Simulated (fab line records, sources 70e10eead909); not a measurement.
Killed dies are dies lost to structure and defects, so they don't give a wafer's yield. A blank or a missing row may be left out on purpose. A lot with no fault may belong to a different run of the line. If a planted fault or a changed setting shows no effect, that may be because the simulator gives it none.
Chamber matching | flow nandHarc | NHARC_A_STAIRCASE_DESCUM_291 on rieDiel-12 has 4 sister chambers
The step chemistry O2, time 3 s. 8 wafers are shown with their chamber, then 8 later ones without.

== WAFERS WITH THEIR CHAMBER ==
wafer  | chamber | drypumpMotorCurrentA (A) | showerheadPlenumPTorr (Torr)
L076.5 | 1       | 5.8                      | 1.98
L079.6 | 3       | 5.8                      | 1.76
L085.1 | 1       | 5.8                      | 1.97
L085.2 | 3       | 5.8                      | 2.07
L090.1 | 0       | 5.9                      | 2.05
L090.3 | 2       | 6.2                      | 1.82
L090.5 | 0       | 5.9                      | 2.05
L089.1 | 2       | 6.1                      | 1.82

== WAFERS WITHOUT THEIR CHAMBER ==
wafer  | drypumpMotorCurrentA (A) | showerheadPlenumPTorr (Torr)
L089.3 | 5.9                      | 2.05
L089.6 | 5.9                      | 2.05
L091.3 | 5.8                      | 2.07
L091.4 | 5.8                      | 1.97
L091.6 | 5.8                      | 2.07
L097.2 | 5.8                      | 1.96
L097.3 | 5.8                      | 2.06
L097.6 | 6.2                      | 1.81

== WHICH CHAMBER EACH ONE RAN IN ==
wafer  | from the rows above          | in truth
L089.3 | 0                            | 0
L089.6 | 0                            | 0
L091.3 | can't be placed: 1 or 3 or 0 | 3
L091.4 | can't be placed: 1 or 3      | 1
L091.6 | can't be placed: 1 or 3 or 0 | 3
L097.2 | can't be placed: 1 or 3      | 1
L097.3 | can't be placed: 1 or 3      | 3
L097.6 | 2                            | 2
Placed correctly: 3 of 8. Can't be placed from these rows: 5 (the true chamber is among the candidates in 5). Placed wrongly: 0.
How it was worked out, from the rows above alone: a wafer's distance from a chamber is the root of the sum, over the readings, of the square of ((its reading less the chamber's mean) divided by the reading's scatter). If the next closest chamber is less than 2 further off than the closest, the wafer can't be placed; otherwise it belongs to the closest. For every chamber, the mean is computed from those of its wafers that are shown. The scatter is the square root of a quotient: the sum, over the shown wafers, of each reading's squared deviation from its chamber's mean, divided by wafers minus chambers.
